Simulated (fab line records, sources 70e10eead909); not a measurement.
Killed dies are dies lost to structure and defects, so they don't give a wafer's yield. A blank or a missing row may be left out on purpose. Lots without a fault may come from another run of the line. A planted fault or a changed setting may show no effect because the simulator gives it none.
fab line records | flow nand_harc
record lots=6 wafers=18 last_day=33
route steps=1302 shown A_WL_FILL@974 A_CONTACT@983 END@1302
lots that met no fault: from a run of the same line without faults
start_h: hours from the record's first day to the start of the lot's first wafer shown | wait_h: hours since the lot's step before | " the same as in the row above | L1.1+2: a row that stands for several wafers | - no value, or no start given | * or withheld: withheld | < > ~ a bound
route shown NAME@n: a module of which the file shows steps, and the number in the route of the first | usual: mean/standard deviation of fault-free wafers | same: alike in all rows | chamber/n: place in a boat | sites: the reading at each site | _std_site: their standard deviation | _edge_site: outer sites' mean less inner sites' | radius_mm: how far each site lies from the wafer's centre | mask NAME#n: copy n | behind: the tool/chamber that last shaped the wafer | hold: why the lot was held/for how many hours/how that ended | device: the transistor (n, p or np) that didn't switch | end of line: the same wafers' tests at the end of the route | a step without rows: its recipe alone | killed: dies lost to structure and defects at the first sort, not the wafer's yield | map: a wafer's dies, x killed, . not, _ none there
set.NAME: the setting as run; set.NAME@STEP: as run at that earlier step | model.NAME: the simulator's own value behind a step, which no gauge read
lots at some steps of the route; a table a step, a row a wafer
services: from which hour (start_h, from the record's first day; less than 0 if before it) a tool's chamber was out of use, for how many hours, and why
## steps
# step NHARC_A_WL_FILL_SRD_14
# step NHARC_A_WL_FILL_ALD_19
# recipe target_thk_a=20 pulse_time_s=3 ald_cycles=100 temp_c=450 material=TiN
# step NHARC_A_WL_FILL_CVD_20
# recipe target_thk_a=1000 temp_c=400 pressure_torr=40 wf6_flow_sccm=40 h2_flow_sccm=1600 ar_flow_sccm=1560 time_s=74 material=W
# step NHARC_A_WL_FILL_CMP_12
# recipe t_overpolish_s=30 target_thk_nm=100
# step NHARC_A_WL_FILL_SRD_31
# step NHARC_A_WL_FILL_INSPECT_15
# usual raw_defect_count=517/160
# columns lot.wafer tool chamber start_h wait_h raw_defect_count
L583.2 defect_inspect-01 - 547.38 0.0 458
L583.3 " - " " 739
L583.6 " - " " 521
L586.1 defect_inspect-01 - 557.80 0.0 447
L586.2 " - " " 457
L586.4 " - " " 443
L585.1 defect_inspect-02 - 558.27 0.0 606
L585.2 " - " " 400
L585.3 " - " " 613
L588.2 defect_inspect-01 - 584.00 0.0 331
L588.3 " - " " 312
L588.4 " - " " 424
L589.2 defect_inspect-02 - 608.18 0.0 263
L589.3 " - " " 445
L589.6 " - " " 434
L598.1 defect_inspect-02 - 701.24 0.0 338
L598.3 " - " " 354
L598.5 " - " " 339
# step NHARC_A_CONTACT_DEP_24
# recipe target_thk_a=5000 temp_c=400 pressure_torr=6.5 rf_w=900 teos_flow_sccm=161.4 flow_sccm=2650 target_thk_nm=500 gas=O2 material=SiO2
# step NHARC_A_CONTACT_DEP_28
# recipe target_thk_a=70000 temp_c=400 material=aC
# usual throttle_valve_pct=34.999/0.009
# columns lot.wafer tool chamber start_h wait_h throttle_valve_pct
L583.2 acl_dep-01 0 549.46 1.5 34.997
L583.3 " 0 " " 34.990
L583.6 " 0 552.26 4.3 34.992
L586.1 acl_dep-02 0 558.48 0.1 35.007
L586.2 " 0 " " 34.989
L586.4 " 0 560.63 2.2 34.998
L585.1 acl_dep-01 0 560.45 1.6 34.988
L585.2 " 0 " " 34.994
L585.3 " 0 " " 34.982
L588.2 acl_dep-01 0 586.29 1.7 34.994
L588.3 " 0 " " 34.998
L588.4 " 0 " " 34.996
L589.2 acl_dep-01 0 609.56 0.8 34.996
L589.3 " 0 " " 34.987
L589.6 " 0 612.37 3.6 34.987
L598.1 acl_dep-01 0 701.91 0.1 34.992
L598.3 " 0 703.33 1.5 35.002
L598.5 " 0 704.75 2.9 35.009
# step NHARC_A_CONTACT_DEP_29
# recipe target_thk_a=1000 target_thk_nm=100 temp_c=400 pressure_torr=3.5 flow_sccm=200 rf_w=350 material=SiON
# usual heater_power_w=722/93
# columns lot.wafer tool chamber start_h wait_h heater_power_w since_wet_clean_h
L583.2 pecvd-01 1 553.01 2.8 709 48
L583.3 " 2 " " 660 48
L583.6 " 1 " " 689 -
L586.2 pecvd-04 1 562.80 2.9 599 100
L586.1 " 2 " " 721 100
L586.4 " 1 " " 609 -
L585.3 pecvd-01 2 564.70 2.1 663 60
L585.1 " 0 " " 756 60
L585.2 " 1 " " 700 60
L588.2 pecvd-04 2 589.82 2.8 719 127
L588.3 " 0 " " 873 127
L588.4 " 0 " " 892 -
L589.2 pecvd-04 0 613.13 2.9 770 150
L589.3 " 1 " " 559 150
L589.6 " 2 " " 747 -
L598.3 pecvd-04 0 706.19 2.1 874 62
L598.1 " 1 " " 658 62
L598.5 " 1 " " 662 -
# step NHARC_A_CONTACT_DEHYDRATE_32
# recipe temp_c=150 time_s=120
# step NHARC_A_CONTACT_HMDS_33
# recipe time_s=30
# step NHARC_A_CONTACT_COAT_34
# recipe temp_c=260 time_s=75
# step NHARC_A_CONTACT_COAT_35
# recipe temp_c=225 time_s=65
# step NHARC_A_CONTACT_COAT_36
# recipe spin_rpm=1500 resist_thk_nm=90
# step NHARC_A_CONTACT_SOFTBAKE_37
# recipe temp_c=105 time_s=55
# step NHARC_A_CONTACT_EBR_38
# step NHARC_A_CONTACT_EXPOSE_39
# recipe na=1.35 sigma_outer=0.8 dose_mj=58.79 mask_id=A_CC_3
# step NHARC_A_CONTACT_PEB_40
# recipe peb_temp_c=100 peb_time_s=65
# step NHARC_A_CONTACT_DEVELOP_41
# recipe develop_time_s=35 dev_temp_c=23
# step NHARC_A_CONTACT_CD_MEAS_42
# recipe target_cd_nm=300 landing_energy_ev=500
# usual cd_nm=300.0/0.51
# columns lot.wafer tool chamber start_h wait_h cd_nm
L583.2 cd_sem-03 0 553.71 - 300.1
L583.3 " 0 " " 299.6
L583.6 " 0 " " 299.8
L586.1 cd_sem-03 0 563.52 - 300.4
L586.2 " 0 " " 300.1
L586.4 " 0 " " 301.1
L585.1 cd_sem-02 0 565.29 - 300.3
L585.2 " 0 " " 299.9
L585.3 " 0 " " 298.9
L588.2 cd_sem-01 0 590.39 - 299.9
L588.3 " 0 " " 300.6
L588.4 " 0 " " 299.3
L589.2 cd_sem-02 0 613.70 - 299.5
L589.3 " 0 " " 299.7
L589.6 " 0 " " 299.4
L598.1 cd_sem-03 0 706.78 - 300.6
L598.3 " 0 " " 300.1
L598.5 " 0 " " 300.8
# step NHARC_A_CONTACT_OVL_MEAS_43
# usual overlay_x_nm=-0.1/0.73 overlay_y_nm=0.1/1.1
# columns lot.wafer tool chamber start_h wait_h overlay_x_nm overlay_y_nm
L583.2 overlay-02 - 553.80 - 0.0 -0.2
L583.3 " - " " -0.3 -0.9
L583.6 " - " " 0.1 0.0
L586.1 overlay-01 - 563.61 - -0.7 1.9
L586.2 " - " " -0.4 3.0
L586.4 " - " " -0.7 1.8
L585.1 overlay-01 - 565.38 - -0.2 0.4
L585.2 " - " " -0.2 0.6
L585.3 " - " " 0.2 0.3
L588.2 overlay-01 - 590.48 - 0.7 -0.9
L588.3 " - " " 0.5 -0.6
L588.4 " - " " 0.7 -0.5
L589.2 overlay-02 - 613.79 - 0.2 -0.9
L589.3 " - " " 0.5 -0.7
L589.6 " - " " 0.4 -0.8
L598.1 overlay-02 - 706.87 - 0.0 0.1
L598.3 " - " " 0.2 -0.2
L598.5 " - " " -0.2 -0.1
# step NHARC_A_CONTACT_INSPECT_44
# usual raw_defect_count=79/33
# columns lot.wafer tool chamber start_h wait_h raw_defect_count
L583.2 defect_inspect-01 - 553.83 0.0 143
L583.3 " - " " 133
L583.6 " - " " 162
L586.1 defect_inspect-02 - 563.64 0.0 118
L586.2 " - " " 100
L586.4 " - " " 107
L585.1 defect_inspect-02 - 565.42 0.0 73
L585.2 " - " " 78
L585.3 " - " " 63
L588.2 defect_inspect-01 - 590.51 0.0 90
L588.3 " - " " 81
L588.4 " - " " 90
L589.2 defect_inspect-01 - 613.82 0.0 11
L589.3 " - " " 14
L589.6 " - " " 16
L598.1 defect_inspect-02 - 706.91 0.0 20
L598.3 " - " " 32
L598.5 " - " " 20
# step NHARC_A_CONTACT_DESCUM_47
# recipe time_s=3 o2_flow_sccm=200 ar_flow_sccm=0 bias_power_w=0 chemistry=O2
# step NHARC_A_CONTACT_ETCH_48
# recipe target_depth_a=390 over_etch_frac=0.3 time_s=65 ion_energy_ev=80 cf4_flow_sccm=150 ar_flow_sccm=0 rf_w=300 bias_w=100 chemistry=CF4
# step NHARC_A_CONTACT_ETCH_49
# recipe target_depth_a=2600 over_etch_frac=0.3 time_s=475.3 ion_energy_ev=200 n2_flow_sccm=150 h2_flow_sccm=150 ar_flow_sccm=0 rf_w=400 bias_w=150 chemistry=N2/H2
# step NHARC_A_CONTACT_ETCH_50
# recipe target_depth_a=1210 time_s=60.5 cf4_flow_sccm=100 chf3_flow_sccm=30 ar_flow_sccm=0 rf_w=500 bias_w=200 chemistry=CF4/CHF3
# step NHARC_A_CONTACT_ETCH_51
# recipe target_depth_a=70000 over_etch_frac=0.3 time_s=1820 ion_energy_ev=150 o2_flow_sccm=400 cos_flow_sccm=20 ar_flow_sccm=0 rf_w=500 bias_w=300 chemistry=O2/COS
# usual drypump_motor_current_A=5.7/0.44 oes_product_au=1.000/0.012 rf_vpp_V=313.4/2.2 showerhead_plenum_p_Torr=3.07/0.14 throttle_valve_pct=28.330/0.0092
# columns lot.wafer tool chamber start_h wait_h drypump_motor_current_A oes_product_au rf_hours_counter_h rf_vpp_V showerhead_plenum_p_Torr throttle_valve_pct
L583.2 rie_diel-11 2 - - 5.5 0.997 43 314.6 3.16 28.340
L583.3 " 3 " " 6.1 1.000 40 311.9 2.91 28.337
L583.6 " 1 " " 5.7 0.993 - 313.8 3.12 28.300
L586.2 rie_diel-09 0 - - 5.3 0.993 9 310.9 2.91 28.334
L586.1 " 1 " " 5.4 1.005 10 313.9 3.16 28.325
L586.4 " 2 " " 5.1 0.996 10 310.0 2.90 28.330
L585.2 rie_diel-11 2 - - 5.5 0.989 44 313.8 3.16 28.336
L585.1 " 3 " " 6.1 0.989 43 313.0 2.91 28.333
L585.3 " 0 " " 6.5 0.976 43 312.7 2.99 28.329
L588.3 rie_diel-09 3 - - 6.0 1.006 16 316.1 3.30 28.332
L588.4 " 0 " " 5.3 1.000 16 311.4 2.91 28.341
L588.2 " 2 " " 5.1 1.000 11 311.7 2.90 28.339
L589.3 rie_diel-09 3 - - 6.0 0.996 19 316.0 3.30 28.327
L589.2 " 1 " " 5.4 1.017 19 314.1 3.16 28.332
L589.6 " 0 " " 5.3 0.987 - 311.9 2.91 28.334
L598.1 rie_diel-02 3 - - 5.2 1.002 43 314.0 3.02 28.325
L598.3 " 2 " " 6.4 1.013 43 312.6 3.03 28.327
L598.5 " 3 " " 5.2 1.010 - 311.3 3.02 28.313
# step NHARC_A_CONTACT_ETCH_111
# recipe source_w=withheld pressure_mtorr=20 bias_v=withheld time_s=140 target_depth_a=7000 ar_flow_sccm=withheld c4f8_flow_sccm=withheld o2_flow_sccm=withheld chemistry=C4F8/O2/Ar
# columns lot.wafer tool chamber start_h wait_h rf_hours_counter_h
L583.2 har_cap_etch-01 0 555.81 - 9
L583.3 " 1 " " -
L583.6 " 1 " " -
L586.2 har_cap_etch-01 0 565.53 - 11
L586.1 " 1 " " 11
L586.4 " 0 " " -
L585.2 har_cap_etch-02 1 567.30 - 93
L585.1 " 0 " " 93
L585.3 " 0 " " -
L588.2 har_cap_etch-01 0 592.39 - 18
L588.3 " 0 " " -
L588.4 " 1 " " -
L589.2 har_cap_etch-02 0 615.74 - 102
L589.3 " 1 " " -
L589.6 " 1 " " -
L598.1 har_cap_etch-01 1 708.80 - 33
L598.3 " 0 " " -
L598.5 " 1 " " -
# step NHARC_A_CONTACT_ETCH_112
# recipe source_w=withheld pressure_mtorr=20 bias_v=3000 time_s=190 target_depth_a=18500 ar_flow_sccm=withheld c4f8_flow_sccm=withheld o2_flow_sccm=withheld chemistry=C4F8/O2/Ar
# columns lot.wafer tool chamber start_h wait_h rf_hours_counter_h
L583.2 har_cap_etch-01 0 556.00 0.2 9
L583.3 " 1 " " -
L583.6 " 1 " " -
L586.2 har_cap_etch-01 0 565.73 0.2 11
L586.1 " 1 " " 11
L586.4 " 0 " " -
L585.2 har_cap_etch-02 1 567.50 0.2 93
L585.1 " 0 " " 93
L585.3 " 0 " " -
L588.2 har_cap_etch-01 0 592.60 0.2 18
L588.3 " 0 " " -
L588.4 " 1 " " -
L589.2 har_cap_etch-02 0 616.00 0.2 102
L589.3 " 1 " " -
L589.6 " 1 " " -
L598.1 har_cap_etch-01 1 709.00 0.2 34
L598.3 " 0 " " -
L598.5 " 1 " " -
# step NHARC_A_CONTACT_ETCH_113
# recipe source_w=withheld pressure_mtorr=20 bias_v=3000 time_s=190 target_depth_a=18500 ar_flow_sccm=withheld c4f8_flow_sccm=withheld o2_flow_sccm=withheld chemistry=C4F8/O2/Ar
# step NHARC_A_CONTACT_ETCH_114
# recipe source_w=withheld pressure_mtorr=20 bias_v=3000 time_s=190 target_depth_a=18500 ar_flow_sccm=withheld c4f8_flow_sccm=withheld o2_flow_sccm=withheld chemistry=C4F8/O2/Ar
# columns lot.wafer tool chamber start_h wait_h rf_hours_counter_h
L583.2 har_cap_etch-01 0 556.34 0.1 9
L583.3 " 1 " " -
L583.6 " 1 " " -
L586.2 har_cap_etch-01 0 566.07 0.1 11
L586.1 " 1 " " 11
L586.4 " 0 " " -
L585.2 har_cap_etch-02 1 567.84 0.1 94
L585.1 " 0 " " 94
L585.3 " 0 " " -
L588.2 har_cap_etch-01 0 592.94 0.1 18
L588.3 " 0 " " -
L588.4 " 1 " " -
L589.2 har_cap_etch-02 0 616.45 0.2 102
L589.3 " 1 " " -
L589.6 " 1 " " -
L598.1 har_cap_etch-01 1 709.35 0.1 34
L598.3 " 0 " " -
L598.5 " 1 " " -
# step NHARC_A_CONTACT_ETCH_115
# recipe source_w=withheld pressure_mtorr=20 bias_v=3000 time_s=190 target_depth_a=18500 ar_flow_sccm=withheld c4f8_flow_sccm=withheld o2_flow_sccm=withheld chemistry=C4F8/O2/Ar
# step NHARC_A_CONTACT_ETCH_116
# recipe source_w=withheld pressure_mtorr=20 bias_v=3000 time_s=190 target_depth_a=18500 ar_flow_sccm=withheld c4f8_flow_sccm=withheld o2_flow_sccm=withheld chemistry=C4F8/O2/Ar
# step NHARC_A_CONTACT_ETCH_117
# recipe source_w=withheld pressure_mtorr=20 bias_v=3000 time_s=190 target_depth_a=18500 ar_flow_sccm=withheld c4f8_flow_sccm=withheld o2_flow_sccm=withheld chemistry=C4F8/O2/Ar
# step NHARC_A_CONTACT_ETCH_118
# recipe source_w=withheld pressure_mtorr=20 bias_v=3000 time_s=190 target_depth_a=18500 ar_flow_sccm=withheld c4f8_flow_sccm=withheld o2_flow_sccm=withheld chemistry=C4F8/O2/Ar
# step NHARC_A_CONTACT_ETCH_119
# recipe source_w=withheld pressure_mtorr=20 bias_v=3000 time_s=190 target_depth_a=18500 ar_flow_sccm=withheld c4f8_flow_sccm=withheld o2_flow_sccm=withheld chemistry=C4F8/O2/Ar
# step NHARC_A_CONTACT_ETCH_120
# recipe source_w=withheld pressure_mtorr=20 bias_v=3000 time_s=190 target_depth_a=18500 ar_flow_sccm=withheld c4f8_flow_sccm=withheld o2_flow_sccm=withheld chemistry=C4F8/O2/Ar
# step NHARC_A_CONTACT_ETCH_121
# recipe source_w=withheld pressure_mtorr=20 bias_v=3000 time_s=190 target_depth_a=18500 ar_flow_sccm=withheld c4f8_flow_sccm=withheld o2_flow_sccm=withheld chemistry=C4F8/O2/Ar
# step NHARC_END_SORT_01
# recipe temp_c=25
# usual killed_at_array=54/17 killed_at_other=1.0/1.4 killed_at_periphery=3.6/2.1 killed_dies=58/17 killed_open=3.2/2 killed_short=2.5/1.5
# same gross_dies=677
# columns lot.wafer tool chamber start_h wait_h killed_at_array killed_at_other killed_at_periphery killed_dies killed_open killed_short
L586.1 prober-02 0 638.26 2.5 33 2 5 40 2 2
L586.2 prober-02 0 639.07 2.8 67 0 2 69 6 5
L588.3 prober-02 0 660.46 3.1 670 1 5 676 5 2
L588.4 prober-02 0 661.26 3.4 673 2 2 677 2 2
L589.3 prober-01 0 688.54 3.1 669 0 4 673 2 0
# killed by level:class
L586.1 A_CHANNEL_HOLE_D2:chamber_film_flake=13 A_CHANNEL_HOLE_D1:chamber_film_flake=9 A_STAIRCASE:chamber_film_flake=5 P_STI:chamber_film_flake=2 P_M2:chamber_film_flake=2 THIN_TSV:chamber_film_flake=2 A_ONON_D1:geometric_particle:short=1 A_CHANNEL_HOLE_D1:geometric_particle:open=1
L586.2 A_CHANNEL_HOLE_D2:chamber_film_flake=26 A_CHANNEL_HOLE_D1:chamber_film_flake=22 A_STAIRCASE:chamber_film_flake=4 A_CHANNEL_FILL_D1:geometric_particle:open=3 A_CHANNEL_FILL_D1:geometric_particle:short=3 A_CONTACT:chamber_film_flake=2 P_CONTACT:geometric_particle:open=1 A_ONON_D1:geometric_particle:open=1
L588.3 A_CONTACT:area_dep=614 A_CHANNEL_HOLE_D1:chamber_film_flake=32 A_CHANNEL_HOLE_D2:chamber_film_flake=16 P_CONTACT:geometric_particle:open=2 A_CHANNEL_FILL_D2:chamber_film_flake=2 A_SLIT:chamber_film_flake=2 P_BONDPAD:geometric_particle:open=1 A_ONON_D2:geometric_particle:short=1
L588.4 A_CONTACT:area_dep=624 A_CHANNEL_HOLE_D2:chamber_film_flake=19 A_CHANNEL_HOLE_D1:chamber_film_flake=13 A_SLIT:chamber_film_flake=5 A_CONTACT:chamber_film_flake=5 A_STAIRCASE:chamber_film_flake=3 A_CHANNEL_FILL_D1:geometric_particle:open=1 A_ONON_D2:geometric_particle:short=1
L589.3 A_CONTACT:area_dep=653 A_CHANNEL_HOLE_D1:chamber_film_flake=8 P_BONDPAD:chamber_film_flake=3 A_SLIT:chamber_film_flake=2 A_CONTACT:chamber_film_flake=2 A_BLC:chamber_film_flake=2 P_CONTACT:geometric_particle:open=1 A_M0:geometric_particle:open=1
# map L588.4 (x killed, . not)
____________x____________
_________xxxxxxx_________
_______xxxxxxxxxxx_______
______xxxxxxxxxxxxx______
_____xxxxxxxxxxxxxxx_____
____xxxxxxxxxxxxxxxxx____
____xxxxxxxxxxxxxxxxx____
___xxxxxxxxxxxxxxxxxxx___
___xxxxxxxxxxxxxxxxxxx___
__xxxxxxxxxxxxxxxxxxxxx__
__xxxxxxxxxxxxxxxxxxxxx__
_xxxxxxxxxxxxxxxxxxxxxxx_
_xxxxxxxxxxxxxxxxxxxxxxx_
_xxxxxxxxxxxxxxxxxxxxxxx_
_xxxxxxxxxxxxxxxxxxxxxxx_
_xxxxxxxxxxxxxxxxxxxxxxx_
xxxxxxxxxxxxxxxxxxxxxxxxx
xxxxxxxxxxxxxxxxxxxxxxxxx
xxxxxxxxxxxxxxxxxxxxxxxxx
xxxxxxxxxxxxxxxxxxxxxxxxx
xxxxxxxxxxxxxxxxxxxxxxxxx
_xxxxxxxxxxxxxxxxxxxxxxx_
_xxxxxxxxxxxxxxxxxxxxxxx_
_xxxxxxxxxxxxxxxxxxxxxxx_
_xxxxxxxxxxxxxxxxxxxxxxx_
_xxxxxxxxxxxxxxxxxxxxxxx_
__xxxxxxxxxxxxxxxxxxxxx__
__xxxxxxxxxxxxxxxxxxxxx__
___xxxxxxxxxxxxxxxxxxx___
___xxxxxxxxxxxxxxxxxxx___
____xxxxxxxxxxxxxxxxx____
____xxxxxxxxxxxxxxxxx____
_____xxxxxxxxxxxxxxx_____
______xxxxxxxxxxxxx______
_______xxxxxxxxxxx_______
_________xxxxxxx_________
____________x____________
# map L589.3 (x killed, . not)
____________x____________
_________xxxxxxx_________
_______xxxxxxxxxxx_______
______xxxx.xxxxxxxx______
_____xxxxxxxxxxxxxxx_____
____xxxxxxxxxxxxxxxxx____
____xxxxxxxxxxxxxxxxx____
___xxxxxxxxxxxxxxxxxxx___
___xxxxxxxxxxxxxxxxxxx___
__xxxxxxxxxxxxxxxxxxxxx__
__xxxxxxxxxxxxxxxxxxxxx__
_xxxxxxxxxxxxxxxxxxxxxxx_
_xxxxxxxxxxxxxxxxxxxxxxx_
_xxxxxxxxxxxxxxxxxxxxxxx_
_xxxxxxxxxxxxxxxxxxxxxxx_
_xxxxxxxxxxxxxxxxxxxxxxx_
xxxxxxxxxxxxxxxxxxxxxxxx.
xxxxxxxxxxxxxxxxxxxxxxxxx
xxxxxxxxxxxxxxxxxxxxxxxxx
xxxxxxxxxxxxxxxxxxxxxxxxx
xxxxxxxxxxxxxxxxxxxxxxxxx
_xxxxxxxxxxxxxxxxxxxxxxx_
_xxxxxxxxxxxxxxxxxxxxxxx_
_xxxxxxxxxxxxxxxxxxxxxxx_
_xxxxxxxxxxxxxxxxxxxxxx._
_xxxxxxxxxxxxxxxxxxxxxxx_
__xxxxxxxxxxxxxxxxxxxxx__
__xxxxxxxxxxxxxxxxxxxxx__
___xxxxxxxxxxxxxxxxxxx___
___xxxxxxxxxxxxxxxxxxx___
____xxxxxxxxxxxxxxxxx____
____xxxxxxxxxxxxxxxxx____
_____xxxxxxxxxxxx.xx_____
______xxxxxxxxxxxxx______
_______xxxxxxxxxxx_______
_________xxxxxxx_________
____________x____________
## services
# columns tool chamber start_h hours kind
rie_diel-09 0 530.82 5.3 repair
rie_diel-09 1 531.24 - clean
rie_diel-09 2 531.24 - clean
rie_diel-09 3 531.24 - clean
har_cap_etch-01 - 541.29 0.2 repair
acl_dep-01 - 564.68 13.0 pm
rie_diel-02 - 570.87 9.0 pm
rie_diel-09 2 572.13 18.2 repair
pecvd-01 - 601.23 0.5 repair
rie_diel-11 - 609.86 9.0 pm
acl_dep-02 - 610.03 13.0 pm
pecvd-01 - 612.21 1.5 repair
pecvd-04 - 631.09 13.0 pm
pecvd-04 0 631.09 13.0 vent_cycle
pecvd-04 1 631.09 13.0 vent_cycle
pecvd-04 2 631.09 13.0 vent_cycle
pecvd-04 0 644.09 - clean
pecvd-04 1 644.09 - clean
pecvd-04 2 644.09 - clean
rie_diel-11 1 658.13 4.1 repair
rie_diel-11 3 658.46 15.1 repair
rie_diel-02 1 663.23 13.8 repair
pecvd-01 - 673.42 13.0 pm
rie_diel-09 - 674.26 9.0 pm
## key
first_sign step=NHARC_END_SORT_01 reading=killed_dies direction=up sigmas=36 usual=58 struck=675
effect step=NHARC_END_SORT_01 reading=killed_at_array direction=up sigmas=35 usual=54 struck=671
more_kills_born_at NHARC_A_CONTACT_DEP_29@pecvd-04=1891
met_at NHARC_A_CONTACT_DEP_29
struck_wafers L588.3,L588.4,L589.3
later_rows_left_out L588.3,L588.4,L589.3
tester_left_out L588,L589
onset_between 562.80 589.82
fault kind=process_parameter_drift tool=pecvd-04 chamber=- onset_h=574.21 steps=NHARC_A_CONTACT_DEP_29 channel=target_thk_nm offset=29.731 shape=step end_h=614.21 scope=struck_wafers_only acts_in=these_recipes_only stated=100
# tester_left_out: of these lots the tester's yield and bins aren't shown, on N5 and GAA mostly nor the transistor test; their killed dies are dies lost to structure and defects alone, not to doping, threshold or leakage, so they don't give the yield
# later_rows_left_out: the simulator's readings of these wafers behind a module that went badly wrong aren't trusted and aren't shown, but for the sort
